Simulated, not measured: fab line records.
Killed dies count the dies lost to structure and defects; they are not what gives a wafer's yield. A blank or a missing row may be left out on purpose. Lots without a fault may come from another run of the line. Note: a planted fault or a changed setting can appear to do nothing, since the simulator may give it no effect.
The same fault as seen by 3 desks + flow n5_finfet + what lay behind the numbers comes last; until then each desk has only its own

## THE DEFECT DESK
For each lot, the counts of the inspections along the route, averaged over the sampled wafers that have a number. The brackets show how far a lot's mean lies from the usual mean; more than 4 standard deviations puts the lot out of limits, marked OUT.
Columns: A = raw_defect_count at N5_BEOL_M6_INSPECT_30, usual 404
| lot  | first seen here | A   |
|------|-----------------|-----|
| L107 | day 9 08:16     | 407 |
| L106 | day 9 10:20     | 387 |
| L108 | day 10 02:41    | 410 |
| L110 | day 11 02:51    | 346 |
| L109 | day 11 03:02    | 336 |
| L112 | day 11 03:12    | 382 |
| L111 | day 11 07:18    | 328 |
| L113 | day 11 10:08    | 585 |
| L115 | day 12 05:55    | 435 |
| L118 | day 12 14:42    | 307 |
| L116 | day 12 16:26    | 400 |
| L127 | day 16 04:19    | 386 |
This desk's finding: nothing out of limits on any of the 12 lots.

## METROLOGY DESK
What the gauges read for every lot (on any tool): the sampled wafers with a number, averaged. The brackets show how far a lot's mean lies from the usual mean; more than 4 standard deviations puts the lot out of limits, marked OUT.
Columns: A = M6_OVL at N5_BEOL_M6_OVL_MEAS_12, usual -0.1 nm; B = cd_nm at N5_BEOL_M6_CD_MEAS_18, usual 40.3 nm
| lot  | first seen here | A    | B    |
|------|-----------------|------|------|
| L107 | day 9 05:38     | 0.2  | 40.2 |
| L106 | day 9 07:19     | 0.7  | 40.3 |
| L108 | day 9 23:59     | -0.7 | 39.8 |
| L109 | day 10 23:08    | -0.4 | 39.7 |
| L110 | day 10 23:18    | -0.9 | 40.2 |
| L112 | day 11 00:23    | -0.9 | 39.7 |
| L111 | day 11 04:16    | -0.3 | 39.7 |
| L113 | day 11 08:10    | 1.5  | 40.7 |
| L115 | day 12 04:34    | -0.1 | 40.0 |
| L118 | day 12 10:29    | -0.2 | 40.5 |
| L116 | day 12 15:16    | -1.0 | 40.3 |
| L123 | day 13 22:51    | -0.5 | -    |
| L125 | day 14 22:07    | -0.4 | -    |
| L127 | day 16 02:48    | -0.6 | 40.3 |
This desk's finding: nothing out of limits on any of the 14 lots.

## AT THE TOOL OWNER'S DESK: rie_metal-02
The tool's own readings at N5_BEOL_M6_HM_OPEN_17 (chemistry Cl2/BCl3, target TiN, target depth 20 nm, overetch 6 nm): means of the sampled wafers that have a number, for each lot that ran on this tool. The brackets show how far a lot's mean lies from the usual mean; more than 4 standard deviations puts the lot out of limits, marked OUT.
Columns: A = bcl3_flow_sccm at N5_BEOL_M6_HM_OPEN_17, usual 21.75 sccm; B = bias_w at N5_BEOL_M6_HM_OPEN_17, usual 126.0 W; C = drypump_motor_current_A at N5_BEOL_M6_HM_OPEN_17, usual 5.6 A; D = oes_product_au at N5_BEOL_M6_HM_OPEN_17, usual 0.62 a.u.; E = throttle_valve_pct at N5_BEOL_M6_HM_OPEN_17, usual 22.04 %
| lot  | first seen here | A     | B     | C   | D    | E     |
|------|-----------------|-------|-------|-----|------|-------|
| L109 | day 10 23:28    | 21.70 | 125.9 | 6.4 | 0.62 | 22.15 |
| L115 | day 12 05:01    | 21.70 | 125.8 | 6.3 | 0.68 | 21.83 |
| L116 | day 12 15:49    | 21.80 | 125.8 | 6.3 | 0.65 | 21.98 |
This desk's finding: nothing out of limits on any of the 3 lots.

## ALL TOGETHER
No out-of-limits result turned up at the defect desk.
At the metrology desk, nothing out of limits was observed.
The desk of the tool owner found nothing out of limits.

## WHAT THE SIMULATOR PUT IN
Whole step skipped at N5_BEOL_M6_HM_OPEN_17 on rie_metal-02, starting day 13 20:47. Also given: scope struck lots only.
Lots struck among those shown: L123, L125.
